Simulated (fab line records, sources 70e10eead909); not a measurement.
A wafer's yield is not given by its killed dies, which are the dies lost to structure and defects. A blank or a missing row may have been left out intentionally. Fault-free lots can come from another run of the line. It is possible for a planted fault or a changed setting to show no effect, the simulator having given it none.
Which tool was responsible? || flow nand harc || 12 lots (36 wafers sampled), 1 step of a 1302-step route

WHAT THE GAUGES SHOWED, per wafer
NHARC_A_CONTACT_CD_MEAS_80.
{"lot": "L074", "measured": "day 22 12:37", "on": "cd sem-03", "cd nm (nm)": "289.6 289.6 289.2"}
{"lot": "L077", "measured": "day 23 02:25", "on": "cd sem-01", "cd nm (nm)": "290.4 290.9 290.8"}
{"lot": "L079", "measured": "day 24 04:37", "on": "cd sem-01", "cd nm (nm)": "289.9 290.5 291.2"}
{"lot": "L081", "measured": "day 25 10:46", "on": "cd sem-03", "cd nm (nm)": "290.0 289.7 290.1"}
{"lot": "L083", "measured": "day 26 01:29", "on": "cd sem-01", "cd nm (nm)": "288.8 289.2 288.9"}
{"lot": "L086", "measured": "day 26 18:57", "on": "cd sem-01", "cd nm (nm)": "290.7 290.9 291.0"}
{"lot": "L085", "measured": "day 27 03:16", "on": "cd sem-03", "cd nm (nm)": "289.5 289.8 289.4"}
{"lot": "L089", "measured": "day 28 05:21", "on": "cd sem-01", "cd nm (nm)": "290.4 289.8 290.5"}
{"lot": "L091", "measured": "day 29 10:15", "on": "cd sem-03", "cd nm (nm)": "289.5 289.1 289.6"}
{"lot": "L093", "measured": "day 29 21:35", "on": "cd sem-03", "cd nm (nm)": "289.0 289.2 288.7"}
{"lot": "L096", "measured": "day 30 18:43", "on": "cd sem-01", "cd nm (nm)": "289.6 289.3 288.8"}
{"lot": "L097", "measured": "day 31 12:01", "on": "cd sem-02", "cd nm (nm)": "290.1 289.9 289.2"}

WHAT TOOL EACH LOT RAN ON (gives the tool, then ch and the chambers of the sampled wafers, and finally the start)
Record: no process step prior to these readings.

THE ANSWER, worked out from the rows above alone
Rule: usual is defined by the lots themselves. The widest of any qualifying gaps counts: lots, ordered by their means at a reading, are off when they make up no more than a third of the lots, leave a main group of 4 or more, and stand apart from it by 3 or more times the standard deviation of that group's means. If all means in a main group match to the digits the tables above print for the reading, that group is not used. Also off: a lot with no number at a reading for which 4 or more lots have one. The other lots that the step has rows for count as sound.
None of the lots is off at any reading shown; this tells nothing.

WHAT WAS PUT IN BY THE SIMULATOR
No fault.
